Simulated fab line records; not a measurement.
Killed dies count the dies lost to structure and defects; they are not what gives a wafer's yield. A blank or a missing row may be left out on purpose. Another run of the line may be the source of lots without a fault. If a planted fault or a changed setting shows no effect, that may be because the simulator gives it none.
fab line records ; flow nand_harc
[record] lots = 24; wafers = 72; last_day = 24
route steps=1159 shown A_ONON_D1@431 A_CHANNEL_FILL_D1@493 A_STAIRCASE@559
lots with no fault: from the same line, run without faults
start_h: hours from the record's first day to the start of the lot's first wafer shown ; wait_h: time in hours since the lot's previous step ; " the same as in the row above ; L1.1+2: one row covering several wafers at once ; - no value present, or no start provided ; * or withheld: withheld ; < > ~ a bound
route shown NAME@n: NAME is a module with steps in the file, n the number in the route of the first one ; usual: mean/standard deviation taken from wafers without a fault ; same: alike in all rows ; chamber/n: place in a boat ; sites: the reading at each site ; _std_site: how widely they spread, as a standard deviation ; _edge_site: mean of outer sites minus mean of inner sites ; radius_mm: how far each site lies from the wafer's centre ; mask NAME#n: copy n ; behind: tool/chamber where the wafer was last shaped ; hold: what put the lot on hold/how long, in hours/how the hold closed ; device: the n, p or np transistor that did not switch ; end of line: the tests these same wafers got at the end of their route ; a step without rows: its recipe alone ; killed: at the first sort, the dies lost to defects and structure; wafer yield is something else ; map: per-die view of a wafer (x killed, . not killed, _ where there is no die)
set.NAME: the setting the step ran with; set.NAME@STEP: the setting that earlier step ran with ; model.NAME: the simulator's own value behind a step, which no gauge read
the route's steps for a sample of lots (tables are steps, rows are wafers)
services: the hour from which a tool's chamber was out of use, counted from the record's first day as start_h (under 0 if before that day), plus the number of hours and why
[[steps]]
[step NHARC_A_ONON_D1_THK_MEAS_11]
[recipe] thk_meas_gauge = ellipsometry
[usual] thk_nm = 1002/7
lot.wafer;tool;chamber;start_h;wait_h;thk_nm
L074.1;film_metro-02;-;146.44;-;993
L074.3;film_metro-02;-;146.44;-;996
L074.5;film_metro-02;-;146.44;-;995
L075.1;film_metro-01;-;166.86;-;995
L075.2;film_metro-01;-;166.86;-;995
L075.3;film_metro-01;-;166.86;-;996
L078.1;film_metro-01;-;181.06;-;999
L078.4;film_metro-01;-;181.06;-;1000
L078.6;film_metro-01;-;181.06;-;1001
L077.1;film_metro-02;-;181.07;-;1006
L077.2;film_metro-02;-;181.07;-;1008
L077.3;film_metro-02;-;181.07;-;1007
L076.2;film_metro-01;-;181.09;-;1002
L076.3;film_metro-01;-;181.09;-;1003
L076.6;film_metro-01;-;181.09;-;1002
L079.3;film_metro-01;-;191.09;-;1007
L079.4;film_metro-01;-;191.09;-;1008
L079.6;film_metro-01;-;191.09;-;1009
L080.1;film_metro-01;-;191.46;-;1011
L080.4;film_metro-01;-;191.46;-;1009
L080.5;film_metro-01;-;191.46;-;1008
L082.2;film_metro-02;-;200.30;-;1002
L082.5;film_metro-02;-;200.30;-;1001
L082.6;film_metro-02;-;200.30;-;1001
L081.1;film_metro-01;-;209.02;-;993
L081.2;film_metro-01;-;209.02;-;991
L081.4;film_metro-01;-;209.02;-;991
L084.3;film_metro-02;-;220.23;-;997
L084.4;film_metro-02;-;220.23;-;997
L084.5;film_metro-02;-;220.23;-;999
L085.2;film_metro-01;-;220.23;-;987
L085.3;film_metro-01;-;220.23;-;991
L085.6;film_metro-01;-;220.23;-;990
L083.4;film_metro-02;-;220.37;-;1000
L083.5;film_metro-02;-;220.37;-;1002
L083.6;film_metro-02;-;220.37;-;1002
L086.2;film_metro-02;-;232.25;-;1012
L086.3;film_metro-02;-;232.25;-;1012
L086.5;film_metro-02;-;232.25;-;1011
L087.1;film_metro-01;-;232.39;-;1011
L087.5;film_metro-01;-;232.39;-;1010
L087.6;film_metro-01;-;232.39;-;1012
L089.1;film_metro-01;-;243.18;-;1003
L089.3;film_metro-01;-;243.18;-;1005
L089.4;film_metro-01;-;243.18;-;1004
L088.1;film_metro-02;-;243.18;-;1003
L088.2;film_metro-02;-;243.18;-;1002
L088.4;film_metro-02;-;243.18;-;1002
L090.4;film_metro-02;-;265.09;-;1006
L090.5;film_metro-02;-;265.09;-;1005
L090.6;film_metro-02;-;265.09;-;1006
L092.4;film_metro-01;-;265.10;-;1003
L092.5;film_metro-01;-;265.10;-;1005
L092.6;film_metro-01;-;265.10;-;1003
L091.2;film_metro-02;-;265.11;-;998
L091.4;film_metro-02;-;265.11;-;1000
L091.5;film_metro-02;-;265.11;-;999
L093.1;film_metro-02;-;273.09;-;1006
L093.2;film_metro-02;-;273.09;-;1008
L093.3;film_metro-02;-;273.09;-;1006
L094.1;film_metro-02;-;279.85;-;999
L094.2;film_metro-02;-;279.85;-;999
L094.3;film_metro-02;-;279.85;-;998
L096.1;film_metro-01;-;291.20;-;992
L096.4;film_metro-01;-;291.20;-;993
L096.6;film_metro-01;-;291.20;-;994
L095.3;film_metro-02;-;291.21;-;1018
L095.4;film_metro-02;-;291.21;-;1018
L095.6;film_metro-02;-;291.21;-;1017
L097.1;film_metro-01;-;291.34;-;993
L097.4;film_metro-01;-;291.34;-;994
L097.5;film_metro-01;-;291.34;-;992
[step NHARC_A_CHANNEL_FILL_D1_ALD_03]
[recipe] target_thk_a = 60; pulse_time_s = 60; ald_cycles = 58; temp_c = 630; pressure_torr = 2; material = SiNx
[usual] precursor_pulse_height_rel = 1.001/0.021
lot.wafer;tool;chamber;start_h;wait_h;precursor_pulse_height_rel
L074.1;ald_sin_batch-02;0;-;-;0.994
L074.3;ald_sin_batch-02;0;-;-;0.968
L074.5;ald_sin_batch-02;0;-;-;0.999
L075.1;ald_sin_batch-03;0;-;-;1.004
L075.2;ald_sin_batch-03;0;-;-;0.980
L075.3;ald_sin_batch-03;0;-;-;1.036
L076.2;ald_sin_batch-03;0;-;-;0.978
L076.3;ald_sin_batch-03;0;-;-;1.025
L076.6;ald_sin_batch-03;0;-;-;0.971
L077.1;ald_sin_batch-03;0;-;-;1.008
L077.2;ald_sin_batch-03;0;-;-;0.971
L077.3;ald_sin_batch-03;0;-;-;0.983
L078.1;ald_sin_batch-03;0;-;-;0.977
L078.4;ald_sin_batch-03;0;-;-;0.997
L078.6;ald_sin_batch-03;0;-;-;0.990
L079.3;ald_sin_batch-02;0;-;-;1.003
L079.4;ald_sin_batch-02;0;-;-;0.994
L079.6;ald_sin_batch-02;0;-;-;1.006
L080.1;ald_sin_batch-03;0;-;-;1.004
L080.4;ald_sin_batch-03;0;-;-;0.984
L080.5;ald_sin_batch-03;0;-;-;1.028
L082.2;ald_sin_batch-02;0;-;-;1.029
L082.5;ald_sin_batch-02;0;-;-;0.980
L082.6;ald_sin_batch-02;0;-;-;1.000
L081.1;ald_sin_batch-03;0;-;-;0.993
L081.2;ald_sin_batch-03;0;-;-;1.003
L081.4;ald_sin_batch-03;0;-;-;0.974
L084.3;ald_sin_batch-01;0;-;-;0.965
L084.4;ald_sin_batch-01;0;-;-;0.993
L084.5;ald_sin_batch-01;0;-;-;1.024
L085.2;ald_sin_batch-01;0;-;-;1.004
L085.3;ald_sin_batch-01;0;-;-;1.029
L085.6;ald_sin_batch-01;0;-;-;0.985
L083.4;ald_sin_batch-02;0;-;-;0.999
L083.5;ald_sin_batch-02;0;-;-;0.939
L083.6;ald_sin_batch-02;0;-;-;1.031
L086.2;ald_sin_batch-02;0;-;-;0.964
L086.3;ald_sin_batch-02;0;-;-;1.069
L086.5;ald_sin_batch-02;0;-;-;0.994
L087.1;ald_sin_batch-02;0;-;-;0.998
L087.5;ald_sin_batch-02;0;-;-;1.030
L087.6;ald_sin_batch-02;0;-;-;1.018
L088.1;ald_sin_batch-03;0;-;-;1.021
L088.2;ald_sin_batch-03;0;-;-;0.998
L088.4;ald_sin_batch-03;0;-;-;0.978
L089.1;ald_sin_batch-03;0;-;-;0.992
L089.3;ald_sin_batch-03;0;-;-;1.022
L089.4;ald_sin_batch-03;0;-;-;1.012
L090.4;ald_sin_batch-02;0;-;-;1.014
L090.5;ald_sin_batch-02;0;-;-;0.998
L090.6;ald_sin_batch-02;0;-;-;1.001
L092.4;ald_sin_batch-02;0;-;-;1.023
L092.5;ald_sin_batch-02;0;-;-;1.011
L092.6;ald_sin_batch-02;0;-;-;0.953
L091.2;ald_sin_batch-01;0;-;-;0.980
L091.4;ald_sin_batch-01;0;-;-;1.006
L091.5;ald_sin_batch-01;0;-;-;0.999
L093.1;ald_sin_batch-01;0;-;-;1.015
L093.2;ald_sin_batch-01;0;-;-;0.975
L093.3;ald_sin_batch-01;0;-;-;1.005
L094.1;ald_sin_batch-01;0;-;-;1.023
L094.2;ald_sin_batch-01;0;-;-;1.015
L094.3;ald_sin_batch-01;0;-;-;1.008
L095.3;ald_sin_batch-02;0;-;-;1.009
L095.4;ald_sin_batch-02;0;-;-;1.009
L095.6;ald_sin_batch-02;0;-;-;0.983
L097.1;ald_sin_batch-01;0;-;-;1.006
L097.4;ald_sin_batch-01;0;-;-;1.008
L097.5;ald_sin_batch-01;0;-;-;0.963
L096.1;ald_sin_batch-01;0;-;-;1.006
L096.4;ald_sin_batch-01;0;-;-;1.021
L096.6;ald_sin_batch-01;0;-;-;0.990
[step NHARC_A_STAIRCASE_TRIM_22]
[recipe] time_s = 211.2; o2_flow_sccm = 500; ar_flow_sccm = 0; bias_w = 0; chemistry = O2
[usual] drypump_motor_current_A = 5.6/0.37; mfc_ar_sccm = 0.014/0.011; oes_product_au = 1.000/0.016; rf_vpp_V = 57.6/0.87; showerhead_plenum_p_Torr = 3.51/0.12; throttle_valve_pct = 17.036/0.009
lot.wafer;tool;chamber;start_h;wait_h;drypump_motor_current_A;mfc_ar_sccm;oes_product_au;rf_hours_counter_h;rf_vpp_V;showerhead_plenum_p_Torr;throttle_valve_pct
L074.1;rie_diel-12;3;-;-;5.3;0.018;1.009;1;58.1;3.61;17.031
L074.3;rie_diel-12;0;-;-;5.6;0;0.981;2;57.8;3.63;17.022
L074.5;rie_diel-12;2;-;-;6.1;0.035;0.990;-;60.3;3.71;17.045
L075.2;rie_diel-02;2;-;-;5.4;0.004;1.016;36;56.8;3.42;17.036
L075.1;rie_diel-02;3;-;-;5.2;0.012;1.010;35;57.1;3.48;17.046
L075.3;rie_diel-02;0;-;-;5.8;0.013;1.007;36;57.2;3.41;17.036
L077.2;rie_diel-03;2;-;-;5.2;0;1.017;12;57.9;3.64;17.031
L077.1;rie_diel-03;0;-;-;5.1;0.011;1.022;12;57.4;3.51;17.034
L077.3;rie_diel-03;1;-;-;4.9;0.011;1.000;11;57.4;3.60;17.029
L076.2;rie_diel-03;1;-;-;4.9;0.011;1.003;11;57.0;3.60;17.040
L076.3;rie_diel-03;2;-;-;5.2;0;1.023;12;56.6;3.64;17.031
L076.6;rie_diel-03;1;-;-;4.9;0.011;1.005;-;58.2;3.60;17.040
L078.1;rie_diel-12;2;-;-;6.1;0.035;0.982;17;58.3;3.70;17.029
L078.4;rie_diel-12;1;-;-;5.9;0.002;0.995;16;57.9;3.41;17.038
L078.6;rie_diel-12;3;-;-;5.3;0.018;1.014;-;56.6;3.60;17.020
L079.3;rie_diel-12;1;-;-;5.9;0.002;1.000;22;57.6;3.41;17.029
L079.4;rie_diel-12;2;-;-;6.1;0.035;0.979;21;58.1;3.70;17.034
L079.6;rie_diel-12;2;-;-;6.1;0.035;0.979;-;58.6;3.70;17.055
L080.4;rie_diel-02;3;-;-;5.2;0.012;1.011;44;56.4;3.47;17.040
L080.1;rie_diel-02;1;-;-;6.0;0.018;1.016;39;58.3;3.31;17.028
L080.5;rie_diel-02;2;-;-;5.4;0.004;0.995;-;57.6;3.42;17.034
L082.2;rie_diel-02;0;-;-;5.9;0.013;1.004;46;59.1;3.40;17.031
L082.6;rie_diel-02;1;-;-;6.0;0.018;1.000;-;57.3;3.31;17.038
L082.5;rie_diel-02;2;-;-;5.3;0.004;0.999;-;56.7;3.41;17.030
L081.1;rie_diel-02;1;-;-;6.0;0.018;1.006;44;58.0;3.30;17.048
L081.4;rie_diel-02;2;-;-;5.3;0.004;0.979;49;57.5;3.41;17.032
L081.2;rie_diel-02;3;-;-;5.2;0.012;1.002;50;57.2;3.47;17.042
L084.4;rie_diel-02;3;-;-;5.2;0.012;1.016;51;58.0;3.47;17.040
L084.3;rie_diel-02;0;-;-;5.8;0.013;1.012;54;56.5;3.40;17.018
L084.5;rie_diel-02;2;-;-;5.3;0.004;0.993;-;56.8;3.41;17.043
L085.2;rie_diel-12;3;-;-;5.3;0.018;1.000;28;58.1;3.59;17.022
L085.3;rie_diel-12;1;-;-;5.9;0.002;1.000;32;58.3;3.40;17.028
L085.6;rie_diel-12;3;-;-;5.3;0.018;1.004;-;59.4;3.59;17.051
L087.1;rie_diel-03;0;-;-;5.1;0.011;1.020;29;59.0;3.50;17.034
L087.5;rie_diel-03;0;-;-;5.1;0.011;1.011;-;57.8;3.50;17.015
L087.6;rie_diel-03;1;-;-;4.9;0.011;1.009;-;59.2;3.59;17.046
L086.3;rie_diel-02;0;-;-;5.8;0.013;0.999;56;57.5;3.39;17.039
L086.2;rie_diel-02;1;-;-;6.0;0.018;1.001;50;57.1;3.30;17.049
L086.5;rie_diel-02;0;-;-;5.8;0.013;1.021;-;58.4;3.39;17.034
L083.4;rie_diel-12;2;-;-;6.1;0.035;0.979;34;58.3;3.69;17.026
L083.6;rie_diel-12;1;-;-;5.9;0.002;0.999;-;57.6;3.40;17.041
L083.5;rie_diel-12;2;-;-;6.1;0.035;0.983;-;57.9;3.69;17.037
L089.3;rie_diel-12;3;-;-;5.3;0.018;0.988;36;59.3;3.59;17.033
L089.4;rie_diel-12;0;-;-;5.6;0;0.976;41;58.0;3.60;17.035
L089.1;rie_diel-12;1;-;-;5.9;0.002;1.004;41;58.2;3.40;17.021
L088.1;rie_diel-12;3;-;-;5.3;0.018;0.999;36;57.6;3.59;17.034
L088.2;rie_diel-12;0;-;-;5.6;0;0.984;41;58.4;3.60;17.031
L088.4;rie_diel-12;2;-;-;6.1;0.035;0.977;39;58.5;3.69;17.035
L090.4;rie_diel-12;3;-;-;5.4;0.018;0.979;43;57.3;3.58;17.042
L090.5;rie_diel-12;2;-;-;6.1;0.035;0.977;-;59.6;3.69;17.046
L090.6;rie_diel-12;3;-;-;5.3;0.018;0.978;-;58.7;3.58;17.044
L092.4;rie_diel-02;3;-;-;5.2;0.012;1.025;2;55.9;3.46;17.040
L092.6;rie_diel-02;2;-;-;5.3;0.004;0.992;-;58.2;3.40;17.048
L092.5;rie_diel-02;3;-;-;5.2;0.012;1.025;-;57.1;3.46;17.032
L093.1;rie_diel-03;3;-;-;6.1;0.030;1.028;49;57.1;3.48;17.030
L093.2;rie_diel-03;1;-;-;4.9;0.011;1.001;43;58.4;3.58;17.041
L093.3;rie_diel-03;2;-;-;5.2;0;1.005;48;57.4;3.62;17.024
L091.2;rie_diel-12;3;-;-;5.3;0.018;0.990;45;56.9;3.58;17.045
L091.4;rie_diel-12;1;-;-;5.9;0.002;1.004;51;57.8;3.39;17.047
L091.5;rie_diel-12;2;-;-;6.1;0.035;0.973;-;57.8;3.69;17.040
L094.1;rie_diel-02;1;-;-;6.0;0.018;0.995;6;56.5;3.30;17.044
L094.2;rie_diel-02;2;-;-;5.3;0.004;0.992;6;55.6;3.40;17.036
L094.3;rie_diel-02;3;-;-;5.2;0.012;1.029;5;56.6;3.46;17.039
L095.3;rie_diel-02;3;-;-;5.2;0.012;1.042;10;57.3;3.46;17.053
L095.4;rie_diel-02;0;-;-;5.9;0.013;1.010;10;55.9;3.38;17.043
L095.6;rie_diel-02;0;-;-;5.8;0.013;1.032;-;56.2;3.38;17.015
L097.1;rie_diel-12;3;-;-;5.3;0.018;1.006;54;57.4;3.58;17.038
L097.4;rie_diel-12;0;-;-;5.6;0;0.968;60;57.2;3.59;17.062
L097.5;rie_diel-12;3;-;-;5.3;0.018;1.013;-;57.6;3.58;17.038
L096.1;rie_diel-12;2;-;-;6.1;0.035;0.971;58;58.7;3.68;17.037
L096.4;rie_diel-12;3;-;-;5.3;0.018;1.010;56;58.5;3.58;17.037
L096.6;rie_diel-12;2;-;-;6.1;0.035;0.980;-;58.2;3.68;17.044
[step NHARC_A_STAIRCASE_ETCH_25]
[recipe] target_depth_a = 1000; time_s = 40.5; ion_energy_ev = 400; c4f8_flow_sccm = 20; o2_flow_sccm = 10; ar_flow_sccm = withheld; rf_w = 600; bias_w = 1000; chemistry = C4F8/O2
[usual] oes_product_au = 0.941/0.015; rf_vpp_V = 895/4.5
lot.wafer;tool;chamber;start_h;wait_h;oes_product_au;rf_hours_counter_h;rf_vpp_V
L074.3;rie_diel-12;1;-;-;0.952;2;892
L074.1;rie_diel-12;0;-;-;0.929;2;899
L074.5;rie_diel-12;2;-;-;0.932;-;903
L075.3;rie_diel-02;3;-;-;0.958;35;895
L075.1;rie_diel-02;0;-;-;0.963;36;891
L075.2;rie_diel-02;1;-;-;0.947;31;886
L077.2;rie_diel-03;3;-;-;0.963;14;896
L077.1;rie_diel-03;0;-;-;0.946;12;896
L077.3;rie_diel-03;2;-;-;0.955;13;899
L076.3;rie_diel-03;3;-;-;0.956;14;895
L076.2;rie_diel-03;1;-;-;0.939;11;899
L076.6;rie_diel-03;3;-;-;0.953;-;897
L078.1;rie_diel-12;1;-;-;0.933;17;892
L078.4;rie_diel-12;3;-;-;0.961;15;898
L078.6;rie_diel-12;0;-;-;0.924;-;899
L079.3;rie_diel-12;0;-;-;0.912;20;901
L079.4;rie_diel-12;2;-;-;0.911;21;902
L079.6;rie_diel-12;0;-;-;0.920;-;899
L080.1;rie_diel-02;0;-;-;0.955;45;892
L080.4;rie_diel-02;1;-;-;0.939;39;889
L080.5;rie_diel-02;2;-;-;0.927;-;893
L082.2;rie_diel-02;1;-;-;0.937;41;886
L082.5;rie_diel-02;0;-;-;0.943;-;893
L082.6;rie_diel-02;1;-;-;0.938;-;887
L081.4;rie_diel-02;1;-;-;0.947;44;888
L081.2;rie_diel-02;2;-;-;0.943;49;891
L081.1;rie_diel-02;3;-;-;0.956;50;894
L084.3;rie_diel-02;1;-;-;0.950;48;888
L084.4;rie_diel-02;2;-;-;0.947;53;891
L084.5;rie_diel-02;2;-;-;0.949;-;891
L085.2;rie_diel-12;3;-;-;0.928;28;899
L085.3;rie_diel-12;1;-;-;0.940;32;891
L085.6;rie_diel-12;2;-;-;0.925;-;902
L087.1;rie_diel-03;0;-;-;0.938;29;896
L087.5;rie_diel-03;0;-;-;0.944;-;892
L087.6;rie_diel-03;1;-;-;0.930;-;899
L086.3;rie_diel-02;0;-;-;0.948;56;891
L086.2;rie_diel-02;1;-;-;0.953;50;888
L086.5;rie_diel-02;0;-;-;0.937;-;890
L083.4;rie_diel-12;3;-;-;0.935;33;899
L083.5;rie_diel-12;1;-;-;0.944;-;891
L083.6;rie_diel-12;2;-;-;0.932;-;902
L089.3;rie_diel-12;2;-;-;0.919;39;901
L089.4;rie_diel-12;3;-;-;0.939;36;900
L089.1;rie_diel-12;1;-;-;0.958;41;892
L088.2;rie_diel-12;1;-;-;0.945;42;892
L088.4;rie_diel-12;2;-;-;0.915;40;904
L088.1;rie_diel-12;3;-;-;0.931;37;899
L090.4;rie_diel-12;2;-;-;0.934;47;902
L090.5;rie_diel-12;3;-;-;0.934;-;898
L090.6;rie_diel-12;0;-;-;0.929;-;898
L092.4;rie_diel-02;1;-;-;0.938;3;887
L092.6;rie_diel-02;1;-;-;0.944;-;888
L092.5;rie_diel-02;2;-;-;0.934;-;891
L093.2;rie_diel-03;3;-;-;0.957;49;894
L093.1;rie_diel-03;0;-;-;0.953;45;894
L093.3;rie_diel-03;1;-;-;0.950;43;897
L091.4;rie_diel-12;3;-;-;0.938;45;898
L091.2;rie_diel-12;0;-;-;0.927;51;897
L091.5;rie_diel-12;3;-;-;0.936;-;899
L094.2;rie_diel-02;3;-;-;0.983;5;895
L094.1;rie_diel-02;0;-;-;0.961;5;891
L094.3;rie_diel-02;1;-;-;0.949;6;887
L095.4;rie_diel-02;2;-;-;0.913;11;892
L095.3;rie_diel-02;0;-;-;0.950;10;892
L095.6;rie_diel-02;2;-;-;0.921;-;891
L097.4;rie_diel-12;2;-;-;0.927;58;903
L097.1;rie_diel-12;3;-;-;0.942;55;898
L097.5;rie_diel-12;1;-;-;0.957;-;890
L096.1;rie_diel-12;3;-;-;0.950;56;897
L096.4;rie_diel-12;0;-;-;0.920;61;900
L096.6;rie_diel-12;0;-;-;0.928;-;898
[step NHARC_A_STAIRCASE_ETCH_27]
[recipe] target_depth_a = 1000; time_s = 40.5; ion_energy_ev = 400; c4f8_flow_sccm = 20; o2_flow_sccm = 10; ar_flow_sccm = withheld; rf_w = 600; bias_w = 1000; chemistry = C4F8/O2
[usual] oes_product_au = 0.939/0.016; rf_vpp_V = 895/4.4
lot.wafer;tool;chamber;start_h;wait_h;oes_product_au;rf_hours_counter_h;rf_vpp_V
L074.1;rie_diel-12;1;-;-;0.937;2;892
L074.3;rie_diel-12;0;-;-;0.913;2;900
L074.5;rie_diel-12;2;-;-;0.920;-;903
L075.3;rie_diel-02;3;-;-;0.953;35;894
L075.1;rie_diel-02;0;-;-;0.945;36;892
L075.2;rie_diel-02;2;-;-;0.932;36;892
L077.1;rie_diel-03;0;-;-;0.943;13;895
L077.3;rie_diel-03;2;-;-;0.954;13;900
L077.2;rie_diel-03;3;-;-;0.962;14;895
L076.3;rie_diel-03;3;-;-;0.944;14;895
L076.2;rie_diel-03;2;-;-;0.942;13;901
L076.6;rie_diel-03;3;-;-;0.956;-;895
L078.4;rie_diel-12;2;-;-;0.902;17;902
L078.1;rie_diel-12;0;-;-;0.909;16;900
L078.6;rie_diel-12;2;-;-;0.904;-;903
L079.3;rie_diel-12;2;-;-;0.922;22;900
L079.4;rie_diel-12;0;-;-;0.918;20;899
L079.6;rie_diel-12;3;-;-;0.947;-;897
L080.1;rie_diel-02;1;-;-;0.960;39;886
L080.4;rie_diel-02;2;-;-;0.950;44;892
L080.5;rie_diel-02;3;-;-;0.949;-;895
L082.2;rie_diel-02;3;-;-;0.952;46;894
L082.6;rie_diel-02;2;-;-;0.940;-;892
L082.5;rie_diel-02;3;-;-;0.945;-;892
L081.1;rie_diel-02;1;-;-;0.959;44;887
L081.2;rie_diel-02;2;-;-;0.935;49;892
L081.4;rie_diel-02;3;-;-;0.950;50;895
L084.3;rie_diel-02;3;-;-;0.951;51;893
L084.4;rie_diel-02;0;-;-;0.943;54;892
L084.5;rie_diel-02;2;-;-;0.956;-;892
L085.2;rie_diel-12;2;-;-;0.928;31;904
L085.3;rie_diel-12;3;-;-;0.924;29;897
L085.6;rie_diel-12;1;-;-;0.944;-;891
L087.1;rie_diel-03;3;-;-;0.958;33;896
L087.5;rie_diel-03;2;-;-;0.939;-;900
L087.6;rie_diel-03;3;-;-;0.950;-;894
L086.2;rie_diel-02;2;-;-;0.924;55;893
L086.3;rie_diel-02;0;-;-;0.926;57;891
L086.5;rie_diel-02;2;-;-;0.928;-;892
L083.4;rie_diel-12;3;-;-;0.931;33;898
L083.6;rie_diel-12;1;-;-;0.942;-;891
L083.5;rie_diel-12;2;-;-;0.920;-;903
L089.3;rie_diel-12;1;-;-;0.946;42;894
L089.4;rie_diel-12;2;-;-;0.932;39;901
L089.1;rie_diel-12;3;-;-;0.931;36;899
L088.2;rie_diel-12;3;-;-;0.930;37;897
L088.4;rie_diel-12;0;-;-;0.932;42;898
L088.1;rie_diel-12;1;-;-;0.957;42;890
L090.4;rie_diel-12;1;-;-;0.963;50;891
L090.6;rie_diel-12;1;-;-;0.965;-;892
L090.5;rie_diel-12;2;-;-;0.928;-;901
L092.4;rie_diel-02;2;-;-;0.939;3;892
L092.5;rie_diel-02;2;-;-;0.932;-;891
L092.6;rie_diel-02;3;-;-;0.970;-;895
L093.2;rie_diel-03;2;-;-;0.950;49;900
L093.3;rie_diel-03;3;-;-;0.967;49;895
L093.1;rie_diel-03;1;-;-;0.937;43;897
L091.4;rie_diel-12;1;-;-;0.935;52;891
L091.2;rie_diel-12;0;-;-;0.915;51;899
L091.5;rie_diel-12;1;-;-;0.939;-;890
L094.3;rie_diel-02;1;-;-;0.926;6;887
L094.2;rie_diel-02;2;-;-;0.923;6;891
L094.1;rie_diel-02;0;-;-;0.969;5;891
L095.3;rie_diel-02;3;-;-;0.954;11;893
L095.4;rie_diel-02;1;-;-;0.928;11;888
L095.6;rie_diel-02;3;-;-;0.946;-;894
L097.4;rie_diel-12;3;-;-;0.958;55;897
L097.1;rie_diel-12;1;-;-;0.973;60;892
L097.5;rie_diel-12;2;-;-;0.918;-;901
L096.4;rie_diel-12;0;-;-;0.924;61;897
L096.1;rie_diel-12;1;-;-;0.929;60;891
L096.6;rie_diel-12;3;-;-;0.939;-;898
[step NHARC_A_STAIRCASE_ETCH_188]
[recipe] target_depth_a = 1000; time_s = 40.5; ion_energy_ev = 400; c4f8_flow_sccm = 20; o2_flow_sccm = 10; ar_flow_sccm = withheld; rf_w = 600; bias_w = 1000; chemistry = C4F8/O2
[usual] oes_product_au = 0.944/0.018; rf_vpp_V = 894/4.2
lot.wafer;tool;chamber;start_h;wait_h;oes_product_au;rf_hours_counter_h;rf_vpp_V
L074.1;rie_diel-12;3;-;-;0.931;2;899
L074.3;rie_diel-12;0;-;-;0.899;3;898
L074.5;rie_diel-12;3;-;-;0.924;-;899
L075.1;rie_diel-02;3;-;-;0.952;35;894
L075.3;rie_diel-02;0;-;-;0.953;36;891
L075.2;rie_diel-02;1;-;-;0.941;32;888
L077.3;rie_diel-02;2;-;-;0.930;39;893
L077.1;rie_diel-02;3;-;-;0.936;38;892
L077.2;rie_diel-02;0;-;-;0.924;39;892
L076.3;rie_diel-02;2;-;-;0.919;39;893
L076.2;rie_diel-02;3;-;-;0.923;38;895
L076.6;rie_diel-02;1;-;-;0.926;-;888
L078.1;rie_diel-03;2;-;-;0.963;14;900
L078.4;rie_diel-03;0;-;-;0.950;13;897
L078.6;rie_diel-03;2;-;-;0.952;-;900
L079.4;rie_diel-03;1;-;-;0.959;17;898
L079.3;rie_diel-03;3;-;-;0.945;19;895
L079.6;rie_diel-03;2;-;-;0.974;-;898
L080.4;rie_diel-02;0;-;-;0.946;45;891
L080.1;rie_diel-02;2;-;-;0.931;44;892
L080.5;rie_diel-02;0;-;-;0.941;-;891
L082.2;rie_diel-03;0;-;-;0.956;19;895
L082.6;rie_diel-03;3;-;-;0.955;-;894
L082.5;rie_diel-03;0;-;-;0.956;-;896
L081.4;rie_diel-03;0;-;-;0.960;24;895
L081.2;rie_diel-03;1;-;-;0.959;24;898
L081.1;rie_diel-03;2;-;-;0.962;27;901
L084.3;rie_diel-03;2;-;-;0.962;31;900
L084.4;rie_diel-03;3;-;-;0.959;31;894
L084.5;rie_diel-03;1;-;-;0.951;-;899
L085.2;rie_diel-12;3;-;-;0.928;29;898
L085.3;rie_diel-12;1;-;-;0.914;32;891
L085.6;rie_diel-12;2;-;-;0.912;-;903
L087.1;rie_diel-03;0;-;-;0.954;31;895
L087.5;rie_diel-03;2;-;-;0.965;-;900
L087.6;rie_diel-03;3;-;-;0.978;-;895
L086.3;rie_diel-02;1;-;-;0.933;51;886
L086.2;rie_diel-02;2;-;-;0.939;55;892
L086.5;rie_diel-02;1;-;-;0.934;-;886
L083.4;rie_diel-02;2;-;-;0.937;57;893
L083.6;rie_diel-02;0;-;-;0.970;-;892
L083.5;rie_diel-02;1;-;-;0.944;-;888
L089.3;rie_diel-03;1;-;-;0.946;38;898
L089.4;rie_diel-03;3;-;-;0.969;40;894
L089.1;rie_diel-03;0;-;-;0.953;38;895
L088.1;rie_diel-12;3;-;-;0.936;37;897
L088.4;rie_diel-12;1;-;-;0.940;42;891
L088.2;rie_diel-12;2;-;-;0.911;40;902
L090.4;rie_diel-03;1;-;-;0.965;42;899
L090.5;rie_diel-03;0;-;-;0.955;-;894
L090.6;rie_diel-03;1;-;-;0.961;-;897
L092.4;rie_diel-02;1;-;-;0.933;4;887
L092.5;rie_diel-02;3;-;-;0.949;-;894
L092.6;rie_diel-02;0;-;-;0.947;-;891
L093.1;rie_diel-02;0;-;-;0.963;4;891
L093.3;rie_diel-02;1;-;-;0.924;5;887
L093.2;rie_diel-02;2;-;-;0.944;5;891
L091.2;rie_diel-03;3;-;-;0.945;50;895
L091.4;rie_diel-03;0;-;-;0.928;46;895
L091.5;rie_diel-03;1;-;-;0.928;-;899
L094.2;rie_diel-02;1;-;-;0.921;7;888
L094.3;rie_diel-02;2;-;-;0.922;6;891
L094.1;rie_diel-02;0;-;-;0.958;6;890
L095.4;rie_diel-02;3;-;-;0.954;12;892
L095.3;rie_diel-02;1;-;-;0.923;12;886
L095.6;rie_diel-02;3;-;-;0.954;-;892
L097.4;rie_diel-02;2;-;-;0.921;13;891
L097.1;rie_diel-02;0;-;-;0.945;12;892
L097.5;rie_diel-02;3;-;-;0.955;-;894
L096.1;rie_diel-12;2;-;-;0.921;59;901
L096.4;rie_diel-12;0;-;-;0.932;61;898
L096.6;rie_diel-12;2;-;-;0.935;-;901
[[services]]
tool;chamber;start_h;hours;kind
rie_diel-02;-;150.86;9.0;pm
rie_diel-02;0;150.86;9.0;vent_cycle
rie_diel-02;1;150.86;9.0;vent_cycle
rie_diel-02;2;150.86;9.0;vent_cycle
rie_diel-02;3;150.86;9.0;vent_cycle
rie_diel-02;0;159.86;-;clean
rie_diel-02;1;159.86;-;clean
rie_diel-02;1;159.86;-;consumable_replace:focus_ring
rie_diel-02;2;159.86;-;clean
rie_diel-02;3;159.86;-;clean
rie_diel-02;1;164.22;11.6;repair
rie_diel-02;0;184.36;-;clean
rie_diel-02;1;184.36;-;clean
rie_diel-02;2;184.36;-;clean
rie_diel-12;-;197.12;5.7;repair
ald_sin_batch-01;-;199.12;11.8;repair
rie_diel-12;-;202.83;9.0;pm
rie_diel-03;-;215.38;9.0;pm
rie_diel-02;3;287.61;5.5;repair
ald_sin_batch-03;-;314.00;26.0;pm
rie_diel-12;3;319.36;2.0;repair
rie_diel-02;-;327.86;9.0;pm
rie_diel-03;1;332.84;6.5;repair
rie_diel-12;1;337.97;1.2;repair
[[key]]
fault none
